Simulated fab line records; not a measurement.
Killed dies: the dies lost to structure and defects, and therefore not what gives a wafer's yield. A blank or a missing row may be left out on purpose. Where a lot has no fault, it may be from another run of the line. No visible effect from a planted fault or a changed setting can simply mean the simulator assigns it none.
The tool behind it: which one? / flow nand-harc / 24 lots, 72 wafers sampled, at 6 steps of a route of 1159

== WHAT EACH GAUGE READ, for each wafer ==
NHARC_A_CONTACT_INSPECT_44.
lot=L074; measured=day 16 12:41; on=defect-inspect-01; raw-defect-count=29 37 37
lot=L076; measured=day 16 11:11; on=defect-inspect-01; raw-defect-count=6 7 5
lot=L075; measured=day 16 16:09; on=defect-inspect-02; raw-defect-count=19 27 22
lot=L077; measured=day 17 05:36; on=defect-inspect-01; raw-defect-count=15 13 17
lot=L078; measured=day 17 01:32; on=defect-inspect-02; raw-defect-count=18 17 15
lot=L079; measured=day 17 04:37; on=defect-inspect-02; raw-defect-count=5 10 10
lot=L082; measured=day 18 10:35; on=defect-inspect-01; raw-defect-count=23 23 21
lot=L080; measured=day 18 09:13; on=defect-inspect-02; raw-defect-count=6 8 10
lot=L081; measured=day 18 22:16; on=defect-inspect-02; raw-defect-count=27 22 27
lot=L084; measured=day 18 18:35; on=defect-inspect-01; raw-defect-count=55 34 30
lot=L083; measured=day 18 20:14; on=defect-inspect-01; raw-defect-count=20 20 22
lot=L086; measured=day 19 14:20; on=defect-inspect-02; raw-defect-count=13 8 18
lot=L087; measured=day 19 09:23; on=defect-inspect-01; raw-defect-count=24 24 25
lot=L085; measured=day 19 09:36; on=defect-inspect-01; raw-defect-count=42 37 52
lot=L089; measured=day 19 19:59; on=defect-inspect-02; raw-defect-count=29 29 29
lot=L088; measured=day 19 20:22; on=defect-inspect-02; raw-defect-count=18 30 47
lot=L091; measured=day 20 14:34; on=defect-inspect-02; raw-defect-count=59 73 57
lot=L090; measured=day 20 12:29; on=defect-inspect-01; raw-defect-count=32 39 23
lot=L094; measured=day 20 23:45; on=defect-inspect-01; raw-defect-count=20 15 14
lot=L092; measured=day 21 17:43; on=defect-inspect-02; raw-defect-count=47 57 60
lot=L095; measured=day 21 13:30; on=defect-inspect-02; raw-defect-count=39 34 31
lot=L093; measured=day 21 23:53; on=defect-inspect-01; raw-defect-count=20 17 18
lot=L096; measured=day 22 09:13; on=defect-inspect-01; raw-defect-count=21 21 16
lot=L097; measured=day 22 15:53; on=defect-inspect-01; raw-defect-count=17 13 18

NHARC_A_CONTACT_CD_MEAS_69: target cd 200 nm.
lot=L074; measured=day 16 20:45; on=cd-sem-03; cd-nm (nm)=200.1 200.7 199.3
lot=L076; measured=day 16 18:59; on=cd-sem-02; cd-nm (nm)=200.8 200.0 200.1
lot=L075; measured=day 17 01:24; on=cd-sem-01; cd-nm (nm)=200.3 200.8 200.6
lot=L077; measured=day 17 14:28; on=cd-sem-01; cd-nm (nm)=200.6 201.0 200.1
lot=L078; measured=day 17 08:31; on=cd-sem-02; cd-nm (nm)=200.4 200.1 199.7
lot=L079; measured=day 17 12:45; on=cd-sem-01; cd-nm (nm)=200.6 199.8 201.0
lot=L082; measured=day 18 18:38; on=cd-sem-01; cd-nm (nm)=200.0 199.2 200.0
lot=L080; measured=day 18 16:05; on=cd-sem-03; cd-nm (nm)=200.6 199.6 200.4
lot=L081; measured=day 19 05:11; on=cd-sem-01; cd-nm (nm)=200.6 200.1 200.4
lot=L084; measured=day 19 01:53; on=cd-sem-03; cd-nm (nm)=199.7 199.4 200.5
lot=L083; measured=day 19 03:24; on=cd-sem-03; cd-nm (nm)=200.8 200.7 201.1
lot=L086; measured=day 19 23:46; on=cd-sem-01; cd-nm (nm)=200.8 200.7 201.6
lot=L087; measured=day 19 16:11; on=cd-sem-02; cd-nm (nm)=200.4 201.0 201.4
lot=L085; measured=day 19 18:01; on=cd-sem-01; cd-nm (nm)=200.0 201.4 200.8
lot=L089; measured=day 20 03:28; on=cd-sem-01; cd-nm (nm)=201.4 201.2 200.3
lot=L088; measured=day 20 03:40; on=cd-sem-03; cd-nm (nm)=200.4 200.7 200.9
lot=L091; measured=day 20 22:29; on=cd-sem-01; cd-nm (nm)=199.8 200.8 199.6
lot=L090; measured=day 20 20:44; on=cd-sem-03; cd-nm (nm)=200.2 201.9 200.9
lot=L094; measured=day 21 12:33; on=cd-sem-01; cd-nm (nm)=200.0 200.7 200.7
lot=L092; measured=day 22 00:39; on=cd-sem-02; cd-nm (nm)=199.4 201.0 200.0
lot=L095; measured=day 21 21:32; on=cd-sem-03; cd-nm (nm)=200.0 199.8 201.6
lot=L093; measured=day 22 08:16; on=cd-sem-03; cd-nm (nm)=200.6 199.1 201.2
lot=L096; measured=day 22 16:52; on=cd-sem-02; cd-nm (nm)=199.5 199.9 200.5
lot=L097; measured=day 22 22:37; on=cd-sem-02; cd-nm (nm)=201.0 200.6 201.2

== TOOL THAT RAN EACH LOT (tool first, then ch and the chambers of the sampled wafers, then the start) ==
lot=L074; NHARC_A_WL_FILL_ALD_00=ald-hk-02 ch 0,2, day 14 23:25; NHARC_A_WL_FILL_ETCHBACK_26=rie-si-03 ch 1,2, day 15 21:21; NHARC_A_CONTACT_DEP_29=pecvd-02 ch 0,1,2, day 16 11:53; NHARC_A_CONTACT_ETCH_119=har-cap-etch-02 ch 0, day 16 15:52
lot=L076; NHARC_A_WL_FILL_ALD_00=ald-hk-02 ch 0,1,3, day 15 02:50; NHARC_A_WL_FILL_ETCHBACK_26=rie-si-05 ch 0,1,3, day 15 21:22; NHARC_A_CONTACT_DEP_29=pecvd-02 ch 0,1, day 16 10:27; NHARC_A_CONTACT_ETCH_119=har-cap-etch-03 ch 0,1, day 16 13:58
lot=L075; NHARC_A_WL_FILL_ALD_00=ald-hk-02 ch 1,3, day 15 02:59; NHARC_A_WL_FILL_ETCHBACK_26=rie-si-02 ch 1,2,3, day 16 01:30; NHARC_A_CONTACT_DEP_29=pecvd-02 ch 0,1,2, day 16 15:22; NHARC_A_CONTACT_ETCH_119=har-cap-etch-03 ch 0,1, day 16 20:05
lot=L077; NHARC_A_WL_FILL_ALD_00=ald-hk-02 ch 0,1, day 15 18:42; NHARC_A_WL_FILL_ETCHBACK_26=rie-si-02 ch 0,3, day 16 17:26; NHARC_A_CONTACT_DEP_29=pecvd-03 ch 1,2, day 17 04:47; NHARC_A_CONTACT_ETCH_119=har-cap-etch-03 ch 0,1, day 17 08:32
lot=L078; NHARC_A_WL_FILL_ALD_00=ald-hk-02 ch 0,3, day 15 18:52; NHARC_A_WL_FILL_ETCHBACK_26=rie-si-02 ch 0,2, day 16 14:52; NHARC_A_CONTACT_DEP_29=pecvd-02 ch 0,1, day 17 00:43; NHARC_A_CONTACT_ETCH_119=har-cap-etch-03 ch 0, day 17 03:50
lot=L079; NHARC_A_WL_FILL_ALD_00=ald-hk-02 ch 0,1,3, day 15 19:02; NHARC_A_WL_FILL_ETCHBACK_26=rie-si-03 ch 0,2,3, day 16 17:26; NHARC_A_CONTACT_DEP_29=pecvd-03 ch 0,1, day 17 03:46; NHARC_A_CONTACT_ETCH_119=har-cap-etch-02 ch 0,1, day 17 06:53
lot=L082; NHARC_A_WL_FILL_ALD_00=ald-hk-02 ch 0,2,3, day 16 20:41; NHARC_A_WL_FILL_ETCHBACK_26=rie-si-05 ch 1,2,3, day 17 22:24; NHARC_A_CONTACT_DEP_29=pecvd-02 ch 0,1,2, day 18 09:46; NHARC_A_CONTACT_ETCH_119=har-cap-etch-02 ch 0,1, day 18 12:51
lot=L080; NHARC_A_WL_FILL_ALD_00=ald-hk-03 ch 2,3, day 17 03:33; NHARC_A_WL_FILL_ETCHBACK_26=rie-si-02 ch 0,2, day 17 22:23; NHARC_A_CONTACT_DEP_29=pecvd-04 ch 0,1,2, day 18 08:30; NHARC_A_CONTACT_ETCH_119=har-cap-etch-03 ch 0,1, day 18 11:23
lot=L081; NHARC_A_WL_FILL_ALD_00=ald-hk-02 ch 1,2, day 17 08:49; NHARC_A_WL_FILL_ETCHBACK_26=rie-si-03 ch 0,2,3, day 18 07:08; NHARC_A_CONTACT_DEP_29=pecvd-03 ch 0,1,2, day 18 21:38; NHARC_A_CONTACT_ETCH_119=har-cap-etch-03 ch 0,1, day 19 00:39
lot=L084; NHARC_A_WL_FILL_ALD_00=ald-hk-02 ch 0,1,3, day 17 09:00; NHARC_A_WL_FILL_ETCHBACK_26=rie-si-02 ch 0,1,3, day 18 07:07; NHARC_A_CONTACT_DEP_29=pecvd-04 ch 0,1, day 18 17:44; NHARC_A_CONTACT_ETCH_119=har-cap-etch-03 ch 0,1, day 18 20:44
lot=L083; NHARC_A_WL_FILL_ALD_00=ald-hk-02 ch 1,3, day 17 09:10; NHARC_A_WL_FILL_ETCHBACK_26=rie-si-05 ch 0,2,3, day 18 07:06; NHARC_A_CONTACT_DEP_29=pecvd-02 ch 0,1, day 18 19:25; NHARC_A_CONTACT_ETCH_119=har-cap-etch-01 ch 0,1, day 18 22:27
lot=L086; NHARC_A_WL_FILL_ALD_00=ald-hk-02 ch 0,2,3, day 18 00:08; NHARC_A_WL_FILL_ETCHBACK_26=rie-si-03 ch 0,1,2, day 18 23:52; NHARC_A_CONTACT_DEP_29=pecvd-02 ch 0,1,2, day 19 13:35; NHARC_A_CONTACT_ETCH_119=har-cap-etch-02 ch 0,1, day 19 16:39
lot=L087; NHARC_A_WL_FILL_ALD_00=ald-hk-03 ch 0,3, day 18 00:13; NHARC_A_WL_FILL_ETCHBACK_26=rie-si-05 ch 0,1,3, day 18 23:53; NHARC_A_CONTACT_DEP_29=pecvd-04 ch 0,1,2, day 19 08:40; NHARC_A_CONTACT_ETCH_119=har-cap-etch-03 ch 1, day 19 11:32
lot=L085; NHARC_A_WL_FILL_ALD_00=ald-hk-04 ch 0,1,2, day 18 00:14; NHARC_A_WL_FILL_ETCHBACK_26=rie-si-02 ch 0,2, day 18 23:53; NHARC_A_CONTACT_DEP_29=pecvd-02 ch 1,2, day 19 08:49; NHARC_A_CONTACT_ETCH_119=har-cap-etch-02 ch 0,1, day 19 11:52
lot=L089; NHARC_A_WL_FILL_ALD_00=ald-hk-02 ch 1,2,3, day 18 09:50; NHARC_A_WL_FILL_ETCHBACK_26=rie-si-05 ch 1,2,3, day 19 09:40; NHARC_A_CONTACT_DEP_29=pecvd-04 ch 0,2, day 19 19:11; NHARC_A_CONTACT_ETCH_119=har-cap-etch-01 ch 0,1, day 19 22:37
lot=L088; NHARC_A_WL_FILL_ALD_00=ald-hk-04 ch 0,2,3, day 18 09:51; NHARC_A_WL_FILL_ETCHBACK_26=rie-si-03 ch 0,1,3, day 19 09:39; NHARC_A_CONTACT_DEP_29=pecvd-04 ch 0,2, day 19 19:26; NHARC_A_CONTACT_ETCH_119=har-cap-etch-02 ch 0,1, day 19 22:31
lot=L091; NHARC_A_WL_FILL_ALD_00=ald-hk-02 ch 0,2, day 19 01:57; NHARC_A_WL_FILL_ETCHBACK_26=rie-si-02 ch 0,2,3, day 20 04:29; NHARC_A_CONTACT_DEP_29=pecvd-03 ch 0,1,2, day 20 13:50; NHARC_A_CONTACT_ETCH_119=har-cap-etch-02 ch 0,1, day 20 16:45
lot=L090; NHARC_A_WL_FILL_ALD_00=ald-hk-02 ch 0,1,2, day 19 02:16; NHARC_A_WL_FILL_ETCHBACK_26=rie-si-05 ch 0,1,3, day 20 01:46; NHARC_A_CONTACT_DEP_29=pecvd-02 ch 1,2, day 20 11:40; NHARC_A_CONTACT_ETCH_119=har-cap-etch-03 ch 1, day 20 15:02
lot=L094; NHARC_A_WL_FILL_ALD_00=ald-hk-04 ch 2,3, day 19 16:26; NHARC_A_WL_FILL_ETCHBACK_26=rie-si-05 ch 1,3, day 20 12:53; NHARC_A_CONTACT_DEP_29=pecvd-04 ch 0,1,2, day 20 22:58; NHARC_A_CONTACT_ETCH_119=har-cap-etch-02 ch 0, day 21 01:55
lot=L092; NHARC_A_WL_FILL_ALD_00=ald-hk-03 ch 0,2,3, day 19 23:17; NHARC_A_WL_FILL_ETCHBACK_26=rie-si-02 ch 0,2,3, day 20 19:35; NHARC_A_CONTACT_DEP_29=pecvd-02 ch 0,1, day 21 16:53; NHARC_A_CONTACT_ETCH_119=har-cap-etch-03 ch 0,1, day 21 20:02
lot=L095; NHARC_A_WL_FILL_ALD_00=ald-hk-03 ch 0,2,3, day 19 23:29; NHARC_A_WL_FILL_ETCHBACK_26=rie-si-03 ch 0,1,3, day 20 19:35; NHARC_A_CONTACT_DEP_29=pecvd-03 ch 0,1,2, day 21 12:41; NHARC_A_CONTACT_ETCH_119=har-cap-etch-01 ch 0,1, day 21 15:53
lot=L093; NHARC_A_WL_FILL_ALD_00=ald-hk-02 ch 0,1,3, day 20 14:03; NHARC_A_WL_FILL_ETCHBACK_26=rie-si-03 ch 2,3, day 21 14:15; NHARC_A_CONTACT_DEP_29=pecvd-04 ch 0,1,2, day 21 23:07; NHARC_A_CONTACT_ETCH_119=har-cap-etch-03 ch 0,1, day 22 02:05
lot=L096; NHARC_A_WL_FILL_ALD_00=ald-hk-02 ch 0,1, day 20 18:20; NHARC_A_WL_FILL_ETCHBACK_26=rie-si-03 ch 0,1,2, day 21 17:24; NHARC_A_CONTACT_DEP_29=pecvd-03 ch 0,1,2, day 22 08:22; NHARC_A_CONTACT_ETCH_119=har-cap-etch-01 ch 0,1, day 22 11:50
lot=L097; NHARC_A_WL_FILL_ALD_00=ald-hk-03 ch 0,1,2, day 21 08:50; NHARC_A_WL_FILL_ETCHBACK_26=rie-si-02 ch 0,2, day 22 06:05; NHARC_A_CONTACT_DEP_29=pecvd-04 ch 0,1,2, day 22 15:00; NHARC_A_CONTACT_ETCH_119=har-cap-etch-01 ch 0,1, day 22 18:02
- NHARC_A_WL_FILL_ALD_00: deposits Al2O3, target thk 3 nm, pulse time 3 s, ald cycles 30.
- NHARC_A_WL_FILL_ETCHBACK_26: etches the open film in HBr, target depth 52 nm, time 13.3 s.
- NHARC_A_CONTACT_DEP_29: deposits SiON, target thk 70 nm.
- NHARC_A_CONTACT_ETCH_119: etches the open film in C4F8/O2/Ar, time 94 s, target depth 922 nm.

== WHAT THE TOOLS THEMSELVES READ (means of the sampled wafers that have a number; where no wafer has one, the mark that the record gives instead) ==
NHARC_A_WL_FILL_ALD_00.
lot=L074; tool=ald-hk-02; heater-power-w (W)=505; precursor-pulse-height-rel=1.016
lot=L076; tool=ald-hk-02; heater-power-w (W)=467; precursor-pulse-height-rel=1.010
lot=L075; tool=ald-hk-02; heater-power-w (W)=422; precursor-pulse-height-rel=1.011
lot=L077; tool=ald-hk-02; heater-power-w (W)=508; precursor-pulse-height-rel=0.996
lot=L078; tool=ald-hk-02; heater-power-w (W)=428; precursor-pulse-height-rel=0.999
lot=L079; tool=ald-hk-02; heater-power-w (W)=470; precursor-pulse-height-rel=1.019
lot=L082; tool=ald-hk-02; heater-power-w (W)=457; precursor-pulse-height-rel=1.004
lot=L080; tool=ald-hk-03; heater-power-w (W)=417; precursor-pulse-height-rel=0.985
lot=L081; tool=ald-hk-02; heater-power-w (W)=502; precursor-pulse-height-rel=0.994
lot=L084; tool=ald-hk-02; heater-power-w (W)=469; precursor-pulse-height-rel=0.983
lot=L083; tool=ald-hk-02; heater-power-w (W)=468; precursor-pulse-height-rel=0.984
lot=L086; tool=ald-hk-02; heater-power-w (W)=461; precursor-pulse-height-rel=1.013
lot=L087; tool=ald-hk-03; heater-power-w (W)=480; precursor-pulse-height-rel=0.993
lot=L085; tool=ald-hk-04; heater-power-w (W)=489; precursor-pulse-height-rel=1.002
lot=L089; tool=ald-hk-02; heater-power-w (W)=456; precursor-pulse-height-rel=0.988
lot=L088; tool=ald-hk-04; heater-power-w (W)=486; precursor-pulse-height-rel=1.012
lot=L091; tool=ald-hk-02; heater-power-w (W)=497; precursor-pulse-height-rel=1.012
lot=L090; tool=ald-hk-02; heater-power-w (W)=503; precursor-pulse-height-rel=0.975
lot=L094; tool=ald-hk-04; heater-power-w (W)=501; precursor-pulse-height-rel=1.021
lot=L092; tool=ald-hk-03; heater-power-w (W)=427; precursor-pulse-height-rel=0.991
lot=L095; tool=ald-hk-03; heater-power-w (W)=433; precursor-pulse-height-rel=1.003
lot=L093; tool=ald-hk-02; heater-power-w (W)=467; precursor-pulse-height-rel=0.978
lot=L096; tool=ald-hk-02; heater-power-w (W)=510; precursor-pulse-height-rel=1.009
lot=L097; tool=ald-hk-03; heater-power-w (W)=459; precursor-pulse-height-rel=1.012

NHARC_A_WL_FILL_ETCHBACK_26.
lot=L074; tool=rie-si-03; chamber-pressure-mTorr (mTorr)=14.987; drypump-motor-current-A (A)=5.8; oes-product-au (a.u.)=0.990; rf-fwd-power-W (W)=342.5; throttle-valve-pct (%)=23.261
lot=L076; tool=rie-si-05; chamber-pressure-mTorr (mTorr)=14.986; drypump-motor-current-A (A)=5.1; oes-product-au (a.u.)=0.989; rf-fwd-power-W (W)=342.8; throttle-valve-pct (%)=23.274
lot=L075; tool=rie-si-02; chamber-pressure-mTorr (mTorr)=15.001; drypump-motor-current-A (A)=5.6; oes-product-au (a.u.)=0.997; rf-fwd-power-W (W)=341.6; throttle-valve-pct (%)=23.260
lot=L077; tool=rie-si-02; chamber-pressure-mTorr (mTorr)=15.015; drypump-motor-current-A (A)=5.8; oes-product-au (a.u.)=0.990; rf-fwd-power-W (W)=342.4; throttle-valve-pct (%)=23.262
lot=L078; tool=rie-si-02; chamber-pressure-mTorr (mTorr)=15.004; drypump-motor-current-A (A)=5.6; oes-product-au (a.u.)=1.003; rf-fwd-power-W (W)=342.5; throttle-valve-pct (%)=23.261
lot=L079; tool=rie-si-03; chamber-pressure-mTorr (mTorr)=14.975; drypump-motor-current-A (A)=6.1; oes-product-au (a.u.)=0.997; rf-fwd-power-W (W)=342.1; throttle-valve-pct (%)=23.269
lot=L082; tool=rie-si-05; chamber-pressure-mTorr (mTorr)=14.982; drypump-motor-current-A (A)=5.3; oes-product-au (a.u.)=1.005; rf-fwd-power-W (W)=342.8; throttle-valve-pct (%)=23.263
lot=L080; tool=rie-si-02; chamber-pressure-mTorr (mTorr)=15.014; drypump-motor-current-A (A)=5.6; oes-product-au (a.u.)=0.982; rf-fwd-power-W (W)=340.7; throttle-valve-pct (%)=23.275
lot=L081; tool=rie-si-03; chamber-pressure-mTorr (mTorr)=14.997; drypump-motor-current-A (A)=6.1; oes-product-au (a.u.)=0.994; rf-fwd-power-W (W)=342.9; throttle-valve-pct (%)=23.260
lot=L084; tool=rie-si-02; chamber-pressure-mTorr (mTorr)=15.010; drypump-motor-current-A (A)=5.9; oes-product-au (a.u.)=0.988; rf-fwd-power-W (W)=341.8; throttle-valve-pct (%)=23.262
lot=L083; tool=rie-si-05; chamber-pressure-mTorr (mTorr)=14.994; drypump-motor-current-A (A)=5.4; oes-product-au (a.u.)=1.008; rf-fwd-power-W (W)=344.0; throttle-valve-pct (%)=23.259
lot=L086; tool=rie-si-03; chamber-pressure-mTorr (mTorr)=15.017; drypump-motor-current-A (A)=5.8; oes-product-au (a.u.)=0.985; rf-fwd-power-W (W)=342.3; throttle-valve-pct (%)=23.270
lot=L087; tool=rie-si-05; chamber-pressure-mTorr (mTorr)=14.999; drypump-motor-current-A (A)=5.1; oes-product-au (a.u.)=0.999; rf-fwd-power-W (W)=341.9; throttle-valve-pct (%)=23.267
lot=L085; tool=rie-si-02; chamber-pressure-mTorr (mTorr)=14.988; drypump-motor-current-A (A)=5.6; oes-product-au (a.u.)=0.992; rf-fwd-power-W (W)=342.1; throttle-valve-pct (%)=23.263
lot=L089; tool=rie-si-05; chamber-pressure-mTorr (mTorr)=15.000; drypump-motor-current-A (A)=5.3; oes-product-au (a.u.)=1.002; rf-fwd-power-W (W)=342.3; throttle-valve-pct (%)=23.272
lot=L088; tool=rie-si-03; chamber-pressure-mTorr (mTorr)=14.999; drypump-motor-current-A (A)=6.0; oes-product-au (a.u.)=0.998; rf-fwd-power-W (W)=343.6; throttle-valve-pct (%)=23.269
lot=L091; tool=rie-si-02; chamber-pressure-mTorr (mTorr)=14.999; drypump-motor-current-A (A)=5.5; oes-product-au (a.u.)=0.992; rf-fwd-power-W (W)=340.5; throttle-valve-pct (%)=23.272
lot=L090; tool=rie-si-05; chamber-pressure-mTorr (mTorr)=15.011; drypump-motor-current-A (A)=5.1; oes-product-au (a.u.)=1.006; rf-fwd-power-W (W)=342.1; throttle-valve-pct (%)=23.265
lot=L094; tool=rie-si-05; chamber-pressure-mTorr (mTorr)=14.997; drypump-motor-current-A (A)=5.0; oes-product-au (a.u.)=1.007; rf-fwd-power-W (W)=342.0; throttle-valve-pct (%)=23.258
lot=L092; tool=rie-si-02; chamber-pressure-mTorr (mTorr)=15.009; drypump-motor-current-A (A)=5.5; oes-product-au (a.u.)=0.989; rf-fwd-power-W (W)=341.1; throttle-valve-pct (%)=23.272
lot=L095; tool=rie-si-03; chamber-pressure-mTorr (mTorr)=15.001; drypump-motor-current-A (A)=6.0; oes-product-au (a.u.)=0.996; rf-fwd-power-W (W)=343.6; throttle-valve-pct (%)=23.269
lot=L093; tool=rie-si-03; chamber-pressure-mTorr (mTorr)=15.005; drypump-motor-current-A (A)=6.1; oes-product-au (a.u.)=0.999; rf-fwd-power-W (W)=343.1; throttle-valve-pct (%)=23.267
lot=L096; tool=rie-si-03; chamber-pressure-mTorr (mTorr)=14.995; drypump-motor-current-A (A)=5.9; oes-product-au (a.u.)=0.995; rf-fwd-power-W (W)=344.1; throttle-valve-pct (%)=23.266
lot=L097; tool=rie-si-02; chamber-pressure-mTorr (mTorr)=15.009; drypump-motor-current-A (A)=5.6; oes-product-au (a.u.)=0.989; rf-fwd-power-W (W)=341.8; throttle-valve-pct (%)=23.267

NHARC_A_CONTACT_DEP_29.
lot=L074; tool=pecvd-02; heater-power-w (W)=714; rf-fwd-power-W (W)=348.0
lot=L076; tool=pecvd-02; heater-power-w (W)=780; rf-fwd-power-W (W)=348.4
lot=L075; tool=pecvd-02; heater-power-w (W)=739; rf-fwd-power-W (W)=348.7
lot=L077; tool=pecvd-03; heater-power-w (W)=775; rf-fwd-power-W (W)=347.8
lot=L078; tool=pecvd-02; heater-power-w (W)=783; rf-fwd-power-W (W)=348.8
lot=L079; tool=pecvd-03; heater-power-w (W)=781; rf-fwd-power-W (W)=349.1
lot=L082; tool=pecvd-02; heater-power-w (W)=740; rf-fwd-power-W (W)=348.3
lot=L080; tool=pecvd-04; heater-power-w (W)=709; rf-fwd-power-W (W)=348.2
lot=L081; tool=pecvd-03; heater-power-w (W)=796; rf-fwd-power-W (W)=349.1
lot=L084; tool=pecvd-04; heater-power-w (W)=719; rf-fwd-power-W (W)=346.3
lot=L083; tool=pecvd-02; heater-power-w (W)=781; rf-fwd-power-W (W)=348.4
lot=L086; tool=pecvd-02; heater-power-w (W)=703; rf-fwd-power-W (W)=349.2
lot=L087; tool=pecvd-04; heater-power-w (W)=687; rf-fwd-power-W (W)=347.5
lot=L085; tool=pecvd-02; heater-power-w (W)=656; rf-fwd-power-W (W)=347.8
lot=L089; tool=pecvd-04; heater-power-w (W)=728; rf-fwd-power-W (W)=348.3
lot=L088; tool=pecvd-04; heater-power-w (W)=749; rf-fwd-power-W (W)=347.3
lot=L091; tool=pecvd-03; heater-power-w (W)=763; rf-fwd-power-W (W)=348.6
lot=L090; tool=pecvd-02; heater-power-w (W)=671; rf-fwd-power-W (W)=349.5
lot=L094; tool=pecvd-04; heater-power-w (W)=700; rf-fwd-power-W (W)=348.6
lot=L092; tool=pecvd-02; heater-power-w (W)=786; rf-fwd-power-W (W)=349.0
lot=L095; tool=pecvd-03; heater-power-w (W)=765; rf-fwd-power-W (W)=348.4
lot=L093; tool=pecvd-04; heater-power-w (W)=730; rf-fwd-power-W (W)=347.7
lot=L096; tool=pecvd-03; heater-power-w (W)=775; rf-fwd-power-W (W)=348.3
lot=L097; tool=pecvd-04; heater-power-w (W)=684; rf-fwd-power-W (W)=348.1

NHARC_A_CONTACT_ETCH_119.
lot=L074; tool=har-cap-etch-02; chamber-pressure-mTorr (mTorr)=19.991
lot=L076; tool=har-cap-etch-03; chamber-pressure-mTorr (mTorr)=20.015
lot=L075; tool=har-cap-etch-03; chamber-pressure-mTorr (mTorr)=19.994
lot=L077; tool=har-cap-etch-03; chamber-pressure-mTorr (mTorr)=19.995
lot=L078; tool=har-cap-etch-03; chamber-pressure-mTorr (mTorr)=20.001
lot=L079; tool=har-cap-etch-02; chamber-pressure-mTorr (mTorr)=20.008
lot=L082; tool=har-cap-etch-02; chamber-pressure-mTorr (mTorr)=20.000
lot=L080; tool=har-cap-etch-03; chamber-pressure-mTorr (mTorr)=19.995
lot=L081; tool=har-cap-etch-03; chamber-pressure-mTorr (mTorr)=19.999
lot=L084; tool=har-cap-etch-03; chamber-pressure-mTorr (mTorr)=20.010
lot=L083; tool=har-cap-etch-01; chamber-pressure-mTorr (mTorr)=20.001
lot=L086; tool=har-cap-etch-02; chamber-pressure-mTorr (mTorr)=19.993
lot=L087; tool=har-cap-etch-03; chamber-pressure-mTorr (mTorr)=20.006
lot=L085; tool=har-cap-etch-02; chamber-pressure-mTorr (mTorr)=20.009
lot=L089; tool=har-cap-etch-01; chamber-pressure-mTorr (mTorr)=19.994
lot=L088; tool=har-cap-etch-02; chamber-pressure-mTorr (mTorr)=20.007
lot=L091; tool=har-cap-etch-02; chamber-pressure-mTorr (mTorr)=20.018
lot=L090; tool=har-cap-etch-03; chamber-pressure-mTorr (mTorr)=20.002
lot=L094; tool=har-cap-etch-02; chamber-pressure-mTorr (mTorr)=20.008
lot=L092; tool=har-cap-etch-03; chamber-pressure-mTorr (mTorr)=20.008
lot=L095; tool=har-cap-etch-01; chamber-pressure-mTorr (mTorr)=19.996
lot=L093; tool=har-cap-etch-03; chamber-pressure-mTorr (mTorr)=19.994
lot=L096; tool=har-cap-etch-01; chamber-pressure-mTorr (mTorr)=20.011
lot=L097; tool=har-cap-etch-01; chamber-pressure-mTorr (mTorr)=19.990

== THE ANSWER, worked out from the rows above alone ==
Rule: usual is defined by the lots themselves. The widest of any qualifying gaps counts: lots, ordered by their means at a reading, are off when they make up no more than a third of the lots, leave a main group of 4 or more, and stand apart from it by 3 or more times the standard deviation of that group's means. A main group whose means are all the same, to the digits that the tables above print for the reading, isn't used. A lot without any number at a reading at which 4 lots or more have one is off too. All remaining lots with rows at the step are treated as sound. After the gauges, taken in route order, come the tools' own readings; for these a lot's mean is taken, as printed above. At the first step where some lot is off, the reading lying furthest off is the one used; lots without a number count as furthest.
Across all readings shown, no lot is off: no conclusion can be drawn from this.

== WHAT WAS PUT IN BY THE SIMULATOR ==
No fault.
